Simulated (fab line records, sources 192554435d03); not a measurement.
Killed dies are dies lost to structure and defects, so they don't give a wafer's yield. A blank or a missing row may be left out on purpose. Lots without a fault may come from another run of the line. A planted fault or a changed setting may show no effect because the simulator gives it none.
A struck lot beside a sound one | flow n5_finfet | 39 steps out of a route of 1938
Sound: wafers L249.1, L249.2, L249.3. Struck: wafer L237.5. (L237.2, L237.4 of the same lot were not struck and are left out.) The cause comes at the end.
At each step with rows: each side's tool, then ch and its chambers, then its first start. Under that, the readings that differ: sound wafers | struck wafers | difference of the means | sigmas: that difference in standard deviations of wafers without a fault.
alike: readings whose means differ by less than 2 such deviations, and words and numbers that are the same on both sides. not compared: withheld readings, readings that some wafer has no value for, bounds like >300 that may hide the same value, and numbers for which the record gives no deviation and whose values overlap.
The two part at a step that has a row with sigmas, a row that says differs or no value, or rows on one side only. Numbers that don't overlap but have no deviation are shown without sigmas and don't part them. A reading that every wafer of one side lacks parts them only if that side has two wafers or more.

first, 10 steps without rows for these wafers: N5_BEOL_M3_STRIP_36 (strips in N2/H2); N5_BEOL_M3_TRENCH_ETCH_37 (etches SiOC in C4F6/O2, target depth 55.555 nm, time 29.2 s); N5_BEOL_M3_ETCH_41 (etches SiCN in CH3F/O2, target depth 29.9 nm, time 52.5 s); N5_BEOL_M3_STRIP_97 (strips in N2/H2, time 10 s); N5_BEOL_M3_HM_STRIP_39 (strips TiN in peroxide tin strip, target depth 25 nm, time 158 s); N5_BEOL_M3_SRD_40 (time 30 s); N5_BEOL_M3_PRECLEAN_42 (cleans in residue remover, time 60 s); N5_BEOL_M3_SRD_43 (time 30 s); N5_BEOL_M3_DEGAS_44 (time 60 s); N5_BEOL_M3_PRE_CLEAN_45 (time 30 s).
N5_BEOL_M3_ALD_84: deposits TaN, pulse time 2 s, purge time 3 s, co reactant purge time 2 s.
  sound on ald_metal-01 ch 0,2,3, day 13 06:29; struck on ald_metal-01 ch 3, day 9 23:53
  reading    | sound    | struck | difference | sigmas
  ald_cycles | 30 30 30 | 20     | -10        |
  alike: heater_power_w, precursor_vessel_temp_c
  not compared: model.TaN_of_BEOL_M3_ALD_84.thk_nm
then, 26 steps without rows for these wafers: N5_BEOL_M3_SURFACE_TREAT_85; N5_BEOL_M3_CVD_47 (deposits Co from CCTBA/H2, target thk 3 nm, time 223.8 s); N5_BEOL_M3_SPUTTER_48 (material Cu, target thk 4.5 nm, time 8.29 s); N5_BEOL_M3_ANNEAL_49 (time 240 s); N5_BEOL_M3_SPUTTER_79 (material Cu, target thk 4.5 nm, time 8.29 s); N5_BEOL_M3_ANNEAL_80 (time 240 s); N5_BEOL_M3_SPUTTER_81 (material Cu, target thk 4.5 nm, time 8.29 s); N5_BEOL_M3_ANNEAL_82 (time 240 s); N5_BEOL_M3_SPUTTER_86 (material Cu, target thk 4.5 nm, time 8.29 s); N5_BEOL_M3_ANNEAL_87 (time 240 s); N5_BEOL_M3_SPUTTER_88 (material Cu, target thk 4.5 nm, time 8.29 s); N5_BEOL_M3_ANNEAL_89 (time 240 s); N5_BEOL_M3_SPUTTER_90 (material Cu, target thk 4.5 nm, time 8.29 s); N5_BEOL_M3_ANNEAL_91 (time 240 s); N5_BEOL_M3_SPUTTER_92 (material Cu, target thk 4.5 nm, time 8.29 s); N5_BEOL_M3_ANNEAL_93 (time 240 s); N5_BEOL_M3_SPUTTER_94 (material Cu, target thk 4.5 nm, time 8.29 s); N5_BEOL_M3_ANNEAL_95 (time 240 s); N5_BEOL_M3_SPUTTER_96 (material Cu, target thk 4.5 nm, time 8.29 s); N5_BEOL_M3_ECD_50 (material Cu, target thk 300 nm); N5_BEOL_M3_ANNEAL_51 (time 90 s); N5_BEOL_M3_CMP_52 (polishes, stops on SiOC, t overpolish 6.8 s, target thk 40 nm); N5_BEOL_M3_PRE_CLEAN_60 (time 15 s); N5_BEOL_M3_CO_CAP_55 (material Co, precursor CCTBA/H2, target thk 2 nm, time 102.1 s); N5_BEOL_M3_PRE_CLEAN_56 (time 15 s); N5_BEOL_M3_DEP_57 (deposits SiCN from 3MS/NH3, target thk 8 nm, time 14 s).
N5_BEOL_M4_RC_MEAS_101:
  sound on prober-02 ch 0, day 14 20:02; struck on prober-02 ch 0, day 10 10:36
  reading                      | sound                   | struck   | difference | sigmas
  CHAIN_V2 (ohm/link)          | 234 240 227             | 190      | -44        | -5
  CHAIN_V2_max_site (ohm/link) | 238 242 237             | 198      | -41        | -4
  COMB_M3 (S/m)                | 5.8e-11 5.5e-11 6.2e-11 | 2.01e-10 | +1.43e-10  | +14
  COMB_M3_max_site (S/m)       | 9.6e-11 6.9e-11 8.9e-11 | 2.44e-10 | +1.59e-10  | +9
  DIBL_N (mV/V)                | 35.3 37.0 36.2          | 32.5     | -3.7       | -2
  DIBL_P (mV/V)                | 37.3 38.8 38.5          | 31.1     | -7.1       | -3
  IOFF_N (nA/um)               | 0.16 0.19 0.17          | 0.10     | -0.07      | -2
  IOFF_P (nA/um)               | 0.22 0.24 0.26          | 0.15     | -0.09      | -3
  ION_N (uA/um)                | 697 684 688             | 662      | -28        | -3
  SS_N (mV/dec)                | 71.7 71.6 71.9          | 69.9     | -1.8       | -3
  VT_N (mV)                    | 247 247 247             | 254      | +7         | +2
  alike: ION_P, SS_P, VT_P
-- the record jumps here: 4 days lie between the struck wafers' starts before and after (it left off in module BEOL_M4 and takes up again in module PASSIVATION, whose first step shown is number 1936 of the route) --
N5_PASSIVATION_PROBE_49:
  sound on prober-01, day 20 02:19; struck on prober-01, day 14 07:48
  reading                  | sound          | struck | difference | sigmas
  defect_limited_yield (%) | 90.8 91.8 89.9 | 83.9   | -6.9       | -5
  killed_at_M0_to_M3       | 37 42 36       | 123    | +85        | +8
  killed_dies              | 109 97 119     | 190    | +82        | +5
  killed_on_rim            | 15 14 11       | 31     | +18        | +5
  sort_bin_4_leakage (%)   | 0 0 0          | 6.78   | +6.78      |
  sort_bin_8_speed (%)     | 0 0 0          | 0.08   | +0.08      |
  sort_n_pass              | 1071 1083 1061 | 990    | -82        | -5
  sort_yield_pct (%)       | 90.8 91.8 89.9 | 83.9   | -6.9       | -5
  alike: killed_at_M4_up, killed_at_contacts, killed_at_front_end, killed_at_other, killed_open, killed_short, sort_bin_5_function, sort_bin_6_memory

WHERE THEY PART
First at N5_BEOL_M4_RC_MEAS_101; last, within this record, at N5_PASSIVATION_PROBE_49.

WHY: what the simulator had put in
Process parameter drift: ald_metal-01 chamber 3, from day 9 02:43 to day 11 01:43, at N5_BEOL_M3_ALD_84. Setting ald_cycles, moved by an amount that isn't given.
